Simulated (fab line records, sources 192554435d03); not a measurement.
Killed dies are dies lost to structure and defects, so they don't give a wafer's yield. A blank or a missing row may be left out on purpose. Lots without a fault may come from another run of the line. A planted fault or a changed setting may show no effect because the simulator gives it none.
Which tool did it? | flow n5_finfet | 22 lots, 66 wafers sampled, at 5 steps of a route of 1938

WHAT THE GAUGES READ, wafer by wafer
N5_FIN_SAQP_INSPECT_40: inspects for defects (brightfield). Usual: raw_defect_count 218, standard deviation 64.
lot  | measured    | on                | raw_defect_count | flag
L074 | day 2 02:25 | defect_inspect-01 | 182 202 189      |
L075 | day 2 08:16 | defect_inspect-02 | 209 201 191      |
L076 | day 2 14:02 | defect_inspect-01 | 175 193 174      |
L077 | day 2 21:55 | defect_inspect-02 | 238 236 167      |
L078 | day 3 02:58 | defect_inspect-02 | 224 191 146      |
L079 | day 3 08:29 | defect_inspect-01 | 291 281 302      |
L080 | day 3 15:40 | defect_inspect-02 | 187 170 224      |
L081 | day 3 20:16 | defect_inspect-02 | 169 190 165      |
L083 | day 4 08:31 | defect_inspect-01 | 374 353 316      |
L084 | day 4 13:36 | defect_inspect-02 | 179 160 198      |
L085 | day 4 20:46 | defect_inspect-01 | 188 170 206      |
L086 | day 5 02:15 | defect_inspect-02 | 209 189 142      |
L087 | day 5 12:23 | defect_inspect-01 | 198 205 164      |
L089 | day 5 20:05 | defect_inspect-02 | 210 198 273      |
L090 | day 6 03:06 | defect_inspect-02 | 187 122 198      |
L091 | day 6 09:20 | defect_inspect-02 | 301 236 211      |
L092 | day 6 13:56 | defect_inspect-01 | 188 184 113      |
L093 | day 6 19:56 | defect_inspect-01 | 190 256 248      |
L094 | day 7 02:17 | defect_inspect-01 | 243 213 312      |
L095 | day 7 08:58 | defect_inspect-01 | 177 171 293      |
L096 | day 7 15:34 | defect_inspect-01 | 177 231 168      |
L097 | day 7 20:45 | defect_inspect-02 | 246 169 241      |

WHICH TOOL RAN EACH LOT (tool, then ch and the chambers of the sampled wafers, then the start)
lot  | N5_PMOS_HMC_CHANNEL_EPI_FIN_RECESS_16 | N5_FIN_SAQP_DENSIFY_62          | N5_FIN_SAQP_SPACER2_ETCHBACK_29   | N5_FIN_SAQP_ETCH_34
L074 | rie_si-05 ch 0,3, day 1 17:56         | rtp_anneal-02 ch 0, day 1 20:39 | rie_diel-05 ch 0,2,3, day 2 01:38 | rie_diel-05 ch 0,1,2, day 2 01:57
L075 | rie_si-03 ch 0,2,3, day 1 23:34       | rtp_anneal-02 ch 0, day 2 02:24 | rie_diel-06 ch 0,3, day 2 07:16   | rie_diel-04 ch 0,2,3, day 2 07:47
L076 | rie_si-05 ch 0,1,3, day 2 06:02       | rtp_anneal-01 ch 0, day 2 08:48 | rie_diel-04 ch 0,1, day 2 13:14   | rie_diel-04 ch 1,2,3, day 2 13:34
L077 | rie_si-06 ch 0,1,2, day 2 12:08       | rtp_anneal-01 ch 0, day 2 15:15 | rie_diel-06 ch 0,2, day 2 21:01   | rie_diel-04 ch 1,2,3, day 2 21:28
L078 | rie_si-05 ch 0,1,3, day 2 17:58       | rtp_anneal-01 ch 0, day 2 21:11 | rie_diel-04 ch 0,3, day 3 02:09   | rie_diel-06 ch 1,2,3, day 3 02:28
L079 | rie_si-03 ch 0,1,3, day 3 00:18       | rtp_anneal-01 ch 0, day 3 03:00 | rie_diel-06 ch 0,1,2, day 3 07:43 | rie_diel-05 ch 1,2,3, day 3 08:01
L080 | rie_si-03 ch 0,1,3, day 3 06:20       | rtp_anneal-01 ch 0, day 3 09:48 | rie_diel-05 ch 1,2,3, day 3 14:45 | rie_diel-06 ch 0,3, day 3 15:12
L081 | rie_si-05 ch 0,3, day 3 11:53         | rtp_anneal-01 ch 0, day 3 14:31 | rie_diel-04 ch 0,2,3, day 3 19:28 | rie_diel-06 ch 0,1,3, day 3 19:49
L083 | rie_si-06 ch 0,2,3, day 3 23:57       | rtp_anneal-01 ch 0, day 4 03:08 | rie_diel-06 ch 1,2,3, day 4 07:44 | rie_diel-04 ch 1,2,3, day 4 08:03
L084 | rie_si-05 ch 0,1,2, day 4 05:47       | rtp_anneal-02 ch 0, day 4 08:24 | rie_diel-05 ch 1,2,3, day 4 12:49 | rie_diel-04 ch 1,2,3, day 4 13:08
L085 | rie_si-03 ch 1,2,3, day 4 12:18       | rtp_anneal-02 ch 0, day 4 15:02 | rie_diel-05 ch 1,2,3, day 4 19:58 | rie_diel-06 ch 0,1,3, day 4 20:18
L086 | rie_si-06 ch 0,1,2, day 4 17:41       | rtp_anneal-02 ch 0, day 4 20:23 | rie_diel-04 ch 0,2, day 5 01:21   | rie_diel-05 ch 0,1,3, day 5 01:47
L087 | rie_si-03 ch 0,1,3, day 5 03:15       | rtp_anneal-02 ch 0, day 5 06:12 | rie_diel-05 ch 0,1,2, day 5 11:32 | rie_diel-05 ch 0,2,3, day 5 11:56
L089 | rie_si-03 ch 0,2, day 5 11:54         | rtp_anneal-01 ch 0, day 5 14:31 | rie_diel-05 ch 1,3, day 5 19:19   | rie_diel-05 ch 0,1, day 5 19:37
L090 | rie_si-03 ch 1,2,3, day 5 18:55       | rtp_anneal-02 ch 0, day 5 21:36 | rie_diel-04 ch 0,1,3, day 6 02:19 | rie_diel-04 ch 0,1,2, day 6 02:38
L091 | rie_si-06 ch 0,1, day 6 00:32         | rtp_anneal-02 ch 0, day 6 03:33 | rie_diel-05 ch 0,3, day 6 08:34   | rie_diel-06 ch 1,3, day 6 08:52
L092 | rie_si-03 ch 0,2,3, day 6 05:42       | rtp_anneal-01 ch 0, day 6 08:44 | rie_diel-04 ch 2,3, day 6 13:08   | rie_diel-06 ch 1,2,3, day 6 13:29
L093 | rie_si-06 ch 0,1,2, day 6 12:01       | rtp_anneal-02 ch 0, day 6 14:41 | rie_diel-06 ch 1,2,3, day 6 19:09 | rie_diel-05 ch 0,3, day 6 19:28
L094 | rie_si-06 ch 0,1,3, day 6 17:55       | rtp_anneal-01 ch 0, day 6 20:37 | rie_diel-04 ch 0,2,3, day 7 01:23 | rie_diel-06 ch 0,3, day 7 01:49
L095 | rie_si-03 ch 0,1, day 6 23:38         | rtp_anneal-02 ch 0, day 7 02:24 | rie_diel-04 ch 1,2,3, day 7 08:11 | rie_diel-06 ch 0,3, day 7 08:31
L096 | rie_si-06 ch 1,3, day 7 06:34         | rtp_anneal-01 ch 0, day 7 09:47 | rie_diel-06 ch 0,1, day 7 14:44   | rie_diel-04 ch 1,2,3, day 7 15:06
L097 | rie_si-03 ch 0,1,3, day 7 12:21       | rtp_anneal-02 ch 0, day 7 15:09 | rie_diel-06 ch 0,3, day 7 19:55   | rie_diel-04 ch 0,1,3, day 7 20:16
- N5_PMOS_HMC_CHANNEL_EPI_FIN_RECESS_16: chemistry HBr/Cl2, target Si, target depth 54 nm, time 18 s.
- N5_FIN_SAQP_DENSIFY_62: time 60 s.
- N5_FIN_SAQP_SPACER2_ETCHBACK_29: etches SiO2 in CHF3/O2, target depth 12.2 nm, time 6.1 s.
- N5_FIN_SAQP_ETCH_34: etches SiO2 in C4F6/O2, target depth 45 nm, time 15 s.

WHAT THE TOOLS THEMSELVES READ (means of the sampled wafers that have a number; where no wafer has one, the mark that the record gives instead)
N5_PMOS_HMC_CHANNEL_EPI_FIN_RECESS_16. Usual: drypump_motor_current_A 5.9 A, standard deviation 0.41; oes_product_au 1.000 a.u., standard deviation 0.013; throttle_valve_pct 35.4 %, standard deviation 0.32.
lot  | tool      | drypump_motor_current_A (A) | oes_product_au (a.u.) | throttle_valve_pct (%) | flag
L074 | rie_si-05 | 6.1                         | 1.018                 | 34.9                   |
L075 | rie_si-03 | 5.5                         | 0.995                 | 35.6                   |
L076 | rie_si-05 | 6.1                         | 1.007                 | 35.3                   |
L077 | rie_si-06 | 5.9                         | 0.999                 | 35.3                   |
L078 | rie_si-05 | 6.1                         | 1.018                 | 35.3                   |
L079 | rie_si-03 | 5.8                         | 1.001                 | 35.5                   |
L080 | rie_si-03 | 5.8                         | 1.002                 | 35.5                   |
L081 | rie_si-05 | 5.9                         | 1.022                 | 35.0                   |
L083 | rie_si-06 | 5.7                         | 1.002                 | 35.2                   |
L084 | rie_si-05 | 6.4                         | 1.000                 | 35.6                   |
L085 | rie_si-03 | 5.8                         | 0.998                 | 35.5                   |
L086 | rie_si-06 | 5.9                         | 0.996                 | 35.3                   |
L087 | rie_si-03 | 5.8                         | 0.993                 | 35.5                   |
L089 | rie_si-03 | 5.6                         | 0.995                 | 35.6                   |
L090 | rie_si-03 | 5.8                         | 0.997                 | 35.5                   |
L091 | rie_si-06 | 6.2                         | 1.000                 | 35.3                   |
L092 | rie_si-03 | 5.5                         | 0.992                 | 35.6                   |
L093 | rie_si-06 | 6.0                         | 1.001                 | 35.3                   |
L094 | rie_si-06 | 5.9                         | 1.001                 | 35.3                   |
L095 | rie_si-03 | 5.9                         | 1.000                 | 35.5                   |
L096 | rie_si-06 | 5.8                         | 1.000                 | 35.3                   |
L097 | rie_si-03 | 5.8                         | 0.997                 | 35.5                   |

N5_FIN_SAQP_DENSIFY_62. Usual: lamp_power_pct 9.86 %, standard deviation 0.054; lamp_zone_6_pct 9.772 %, standard deviation 0.01; wafer_temp_C_max 703.3, standard deviation 0.67.
lot  | tool          | lamp_power_pct (%) | lamp_zone_6_pct (%) | wafer_temp_C_max | flag
L074 | rtp_anneal-02 | 9.86               | 9.772               | 703.2            |
L075 | rtp_anneal-02 | 9.85               | 9.773               | 703.3            |
L076 | rtp_anneal-01 | 9.83               | 9.769               | 703.0            |
L077 | rtp_anneal-01 | 9.85               | 9.787               | 703.1            |
L078 | rtp_anneal-01 | 9.84               | 9.770               | 704.2            |
L079 | rtp_anneal-01 | 9.79               | 9.773               | 702.9            |
L080 | rtp_anneal-01 | 9.89               | 9.772               | 703.1            |
L081 | rtp_anneal-01 | 9.86               | 9.770               | 703.1            |
L083 | rtp_anneal-01 | 9.84               | 9.776               | 703.5            |
L084 | rtp_anneal-02 | 9.84               | 9.763               | 703.7            |
L085 | rtp_anneal-02 | 9.86               | 9.773               | 703.5            |
L086 | rtp_anneal-02 | 9.90               | 9.769               | 704.0            |
L087 | rtp_anneal-02 | 9.94               | 9.763               | 703.4            |
L089 | rtp_anneal-01 | 9.81               | 9.770               | 703.2            |
L090 | rtp_anneal-02 | 9.90               | 9.780               | 703.7            |
L091 | rtp_anneal-02 | 9.82               | 9.773               | 703.4            |
L092 | rtp_anneal-01 | 9.87               | 9.776               | 703.8            |
L093 | rtp_anneal-02 | 9.82               | 9.772               | 703.9            |
L094 | rtp_anneal-01 | 9.82               | 9.775               | 703.5            |
L095 | rtp_anneal-02 | 9.91               | 9.778               | 702.9            |
L096 | rtp_anneal-01 | 9.84               | 9.784               | 702.8            |
L097 | rtp_anneal-02 | 9.92               | 9.769               | 703.2            |

N5_FIN_SAQP_SPACER2_ETCHBACK_29. Usual: drypump_motor_current_A 5.8 A, standard deviation 0.49; oes_product_au 0.81 a.u., standard deviation 0.084; rf_vpp_V 527 V, standard deviation 10; showerhead_plenum_p_Torr 2.46 Torr, standard deviation 0.076; throttle_valve_pct 18.80 %, standard deviation 0.3.
lot  | tool        | drypump_motor_current_A (A) | oes_product_au (a.u.) | rf_vpp_V (V) | showerhead_plenum_p_Torr (Torr) | throttle_valve_pct (%) | flag
L074 | rie_diel-05 | 5.8                         | 0.79                  | 522          | 2.37                            | 18.58                  |
L075 | rie_diel-06 | 5.5                         | 0.78                  | 538          | 2.51                            | 18.84                  |
L076 | rie_diel-04 | 5.5                         | 0.81                  | 520          | 2.46                            | 18.82                  |
L077 | rie_diel-06 | 6.2                         | 0.74                  | 544          | 2.48                            | 19.06                  |
L078 | rie_diel-04 | 5.9                         | 0.92                  | 525          | 2.42                            | 18.67                  |
L079 | rie_diel-06 | 6.2                         | 0.80                  | 531          | 2.49                            | 18.92                  |
L080 | rie_diel-05 | 5.7                         | 0.81                  | 528          | 2.46                            | 18.76                  |
L081 | rie_diel-04 | 5.9                         | 0.89                  | 524          | 2.46                            | 18.81                  |
L083 | rie_diel-06 | 5.8                         | 0.79                  | 522          | 2.48                            | 18.81                  |
L084 | rie_diel-05 | 5.7                         | 0.80                  | 528          | 2.46                            | 18.79                  |
L085 | rie_diel-05 | 5.7                         | 0.79                  | 528          | 2.46                            | 18.79                  |
L086 | rie_diel-04 | 5.4                         | 0.89                  | 523          | 2.43                            | 19.04                  |
L087 | rie_diel-05 | 5.8                         | 0.85                  | 527          | 2.47                            | 18.78                  |
L089 | rie_diel-05 | 5.8                         | 0.74                  | 525          | 2.50                            | 18.80                  |
L090 | rie_diel-04 | 5.7                         | 0.82                  | 523          | 2.43                            | 18.78                  |
L091 | rie_diel-05 | 6.0                         | 0.78                  | 522          | 2.50                            | 18.48                  |
L092 | rie_diel-04 | 6.3                         | 0.85                  | 525          | 2.47                            | 18.64                  |
L093 | rie_diel-06 | 5.8                         | 0.76                  | 522          | 2.47                            | 18.82                  |
L094 | rie_diel-04 | 5.9                         | 0.86                  | 523          | 2.45                            | 18.86                  |
L095 | rie_diel-04 | 6.1                         | 0.78                  | 523          | 2.48                            | 18.72                  |
L096 | rie_diel-06 | 6.4                         | 0.78                  | 541          | 2.52                            | 19.05                  |
L097 | rie_diel-06 | 5.4                         | 0.74                  | 537          | 2.49                            | 18.92                  |

N5_FIN_SAQP_ETCH_34. Usual: drypump_motor_current_A 5.9 A, standard deviation 0.48; etch_rf_on_time_s 14.85 s, standard deviation 0.28; oes_product_au 0.70 a.u., standard deviation 0.076; rf_vpp_V 669 V, standard deviation 13; showerhead_plenum_p_Torr 2.93 Torr, standard deviation 0.085; throttle_valve_pct 21.0 %, standard deviation 0.3.
lot  | tool        | drypump_motor_current_A (A) | etch_rf_on_time_s (s) | oes_product_au (a.u.) | rf_vpp_V (V) | showerhead_plenum_p_Torr (Torr) | throttle_valve_pct (%) | flag
L074 | rie_diel-05 | 5.8                         | 14.73                 | 0.70                  | 666          | 2.83                            | 21.1                   |
L075 | rie_diel-04 | 5.9                         | 14.92                 | 0.79                  | 665          | 2.91                            | 21.0                   |
L076 | rie_diel-04 | 6.1                         | 14.88                 | 0.71                  | 666          | 2.95                            | 20.9                   |
L077 | rie_diel-04 | 6.1                         | 14.68                 | 0.72                  | 665          | 2.95                            | 20.9                   |
L078 | rie_diel-06 | 5.8                         | 14.63                 | 0.70                  | 664          | 2.94                            | 21.0                   |
L079 | rie_diel-05 | 5.7                         | 14.94                 | 0.69                  | 671          | 2.90                            | 21.0                   |
L080 | rie_diel-06 | 5.9                         | 14.81                 | 0.65                  | 695          | 2.96                            | 21.2                   |
L081 | rie_diel-06 | 6.0                         | 14.66                 | 0.71                  | 678          | 2.98                            | 21.0                   |
L083 | rie_diel-04 | 6.1                         | 14.86                 | 0.69                  | 664          | 2.95                            | 20.9                   |
L084 | rie_diel-04 | 6.1                         | 14.75                 | 0.70                  | 664          | 2.95                            | 20.9                   |
L085 | rie_diel-06 | 6.0                         | 14.82                 | 0.69                  | 677          | 2.98                            | 21.1                   |
L086 | rie_diel-05 | 6.0                         | 14.97                 | 0.70                  | 665          | 2.98                            | 20.9                   |
L087 | rie_diel-05 | 5.8                         | 15.18                 | 0.72                  | 668          | 2.90                            | 20.6                   |
L089 | rie_diel-05 | 6.0                         | 14.83                 | 0.71                  | 668          | 3.00                            | 21.3                   |
L090 | rie_diel-04 | 5.7                         | 15.00                 | 0.69                  | 663          | 2.92                            | 21.1                   |
L091 | rie_diel-06 | 5.5                         | 14.83                 | 0.68                  | 666          | 2.97                            | 20.9                   |
L092 | rie_diel-06 | 5.8                         | 14.86                 | 0.66                  | 664          | 2.92                            | 21.0                   |
L093 | rie_diel-05 | 6.1                         | 15.07                 | 0.73                  | 662          | 2.98                            | 20.6                   |
L094 | rie_diel-06 | 5.9                         | 15.02                 | 0.63                  | 694          | 2.95                            | 21.2                   |
L095 | rie_diel-06 | 5.9                         | 14.96                 | 0.63                  | 693          | 2.95                            | 21.2                   |
L096 | rie_diel-04 | 6.1                         | 14.93                 | 0.67                  | 664          | 2.93                            | 20.9                   |
L097 | rie_diel-04 | 5.7                         | 14.90                 | 0.69                  | 664          | 2.86                            | 21.0                   |

THE ANSWER, worked out from the rows above alone
Rule: a lot is off if the mean of its wafers that have a number lies more than 3 standard deviations from the usual mean. A lot without any number at a reading at which 4 lots or more have one is off too. The other lots that the step has rows for count as sound. The gauges are gone through in route order, then the tools' own readings, and for those a lot's mean is taken as printed above. The first step at which some lot is off is used, and at that step the reading that is off furthest; a lot without a number counts as furthest.
No lot is off at any reading shown: from this, nothing can be told.

WHAT THE SIMULATOR HAD PUT IN
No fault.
